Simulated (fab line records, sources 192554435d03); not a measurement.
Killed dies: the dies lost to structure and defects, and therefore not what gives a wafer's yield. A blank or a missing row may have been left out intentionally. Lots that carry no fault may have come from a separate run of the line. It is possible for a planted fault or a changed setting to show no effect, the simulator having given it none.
Matching of chambers + flow n5_finfet + N5_BEOL_M7_DESCUM_16 on rie_diel-02: 4 sister chambers
The step chemistry O2, time 7.9 s. 7 wafers are shown with their chamber, then 8 later ones without.

WAFERS PAIRED WITH THEIR CHAMBERS
| wafer  | chamber | showerhead_plenum_p_Torr (Torr) | oes_product_au (a.u.) |
|--------|---------|---------------------------------|-----------------------|
| L077.5 | 3       | 2.19                            | 0.73                  |
| L089.4 | 0       | 2.07                            | 0.92                  |
| L089.6 | 1       | 2.01                            | 0.74                  |
| L091.1 | 2       | 1.91                            | 0.74                  |
| L091.2 | 3       | 2.18                            | 0.71                  |
| L091.4 | 1       | 2.01                            | 0.74                  |
| L092.1 | 2       | 1.91                            | 0.72                  |

WAFERS WHOSE CHAMBER IS MISSING
| wafer  | showerhead_plenum_p_Torr (Torr) | oes_product_au (a.u.) |
|--------|---------------------------------|-----------------------|
| L092.4 | 2.00                            | 0.73                  |
| L092.6 | 2.18                            | 0.71                  |
| L096.2 | 1.91                            | 0.72                  |
| L096.3 | 2.18                            | 0.70                  |
| L096.4 | 2.00                            | 0.73                  |
| L095.2 | 2.00                            | 0.72                  |
| L095.3 | 2.17                            | 0.69                  |
| L095.5 | 2.00                            | 0.73                  |

THE CHAMBER EACH PASSED THROUGH
| wafer  | from the rows above | in truth |
|--------|---------------------|----------|
| L092.4 | 1                   | 1        |
| L092.6 | 3                   | 3        |
| L096.2 | 2                   | 2        |
| L096.3 | 3                   | 3        |
| L096.4 | 1                   | 1        |
| L095.2 | 1                   | 1        |
| L095.3 | 3                   | 3        |
| L095.5 | 1                   | 1        |
Correct placement for 8 of the 8. Number that these rows cannot place: 0. 0 placed wrongly.
How it was worked out, from the rows above alone: a wafer's distance from a chamber is the root of the sum, over the readings, of the square of ((its reading less the chamber's mean) divided by the reading's scatter). The wafer belongs to the nearest chamber; if the next one is less than 2 further off, it can't be placed. A chamber's mean is the mean of its shown wafers. How the scatter is found: for the shown wafers, subtract from each reading the mean of its chamber, square and add these, divide the total by (wafers less chambers), then take the root.
